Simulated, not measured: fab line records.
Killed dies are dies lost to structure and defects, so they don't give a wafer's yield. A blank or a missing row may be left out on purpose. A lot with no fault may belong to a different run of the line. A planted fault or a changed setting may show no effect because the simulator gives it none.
3 desks looking at one fault || flow n5 finfet || only its own numbers are on each desk; what lay behind them is given at the end

AT THE TOOL OWNER'S DESK: rie metal-03
The tool's own readings at N5_BEOL_M10_HM_OPEN_17 (chemistry Cl2/BCl3, target TiN, target depth 20 nm, overetch 6 nm): means of the sampled wafers that have a number, for each lot that ran on this tool. If a lot's mean is further than 4 standard deviations from the usual mean, the lot is out of limits and carries the mark OUT (the distance appears in the brackets).
Columns: A = bias w at N5_BEOL_M10_HM_OPEN_17, usual 126.0 W; B = drypump motor current A at N5_BEOL_M10_HM_OPEN_17, usual 5.8 A; C = oes product au at N5_BEOL_M10_HM_OPEN_17, usual 0.66 a.u.; D = throttle valve pct at N5_BEOL_M10_HM_OPEN_17, usual 22.33 %
{"lot": "L802", "first seen here": "day 12 03:14", "A": 126.1, "B": 6.4, "C": 0.67, "D": 22.19}
{"lot": "L814", "first seen here": "day 15 04:56", "A": 125.6, "B": 6.4, "C": 0.69, "D": 21.99}
This desk's verdict: no lot among the 2 shows anything out of limits.

METROLOGY DESK
What the gauges read for every lot (on any tool): the sampled wafers with a number, averaged. If a lot's mean is further than 4 standard deviations from the usual mean, the lot is out of limits and carries the mark OUT (the distance appears in the brackets).
Columns: A = cd nm at N5_BEOL_M10_CD_MEAS_11, usual 64.4 nm; B = M10_OVL at N5_BEOL_M10_OVL_MEAS_12, usual 0.1 nm
{"lot": "L802", "first seen here": "day 12 02:53", "A": 64.8, "B": 0.1}
{"lot": "L798", "first seen here": "day 12 06:40", "A": 63.7, "B": -0.5}
{"lot": "L814", "first seen here": "day 15 04:33", "A": 64.3, "B": 0.3}
{"lot": "L820", "first seen here": "day 16 19:55", "A": 64.9, "B": 0.6}
{"lot": "L821", "first seen here": "day 16 19:59", "A": 65.2, "B": 0.3}
This desk's verdict: no lot among the 5 shows anything out of limits.

THE DEFECT DESK
For each lot, the counts of the inspections along the route, averaged over the sampled wafers that have a number. If a lot's mean is further than 4 standard deviations from the usual mean, the lot is out of limits and carries the mark OUT (the distance appears in the brackets).
Columns: A = raw defect count at N5_BEOL_M10_INSPECT_13, usual 417
{"lot": "L802", "first seen here": "day 12 02:56", "A": 401}
{"lot": "L798", "first seen here": "day 12 06:43", "A": 454}
{"lot": "L814", "first seen here": "day 15 04:36", "A": 418}
{"lot": "L820", "first seen here": "day 16 19:58", "A": 361}
{"lot": "L821", "first seen here": "day 16 20:03", "A": 384}
This desk's verdict: no lot among the 5 shows anything out of limits.

TAKEN TOGETHER
The desk of the tool owner found nothing out of limits.
Nothing out of limits was seen by the metrology desk.
The defect desk saw nothing out of limits.

WHAT WAS PUT IN BY THE SIMULATOR
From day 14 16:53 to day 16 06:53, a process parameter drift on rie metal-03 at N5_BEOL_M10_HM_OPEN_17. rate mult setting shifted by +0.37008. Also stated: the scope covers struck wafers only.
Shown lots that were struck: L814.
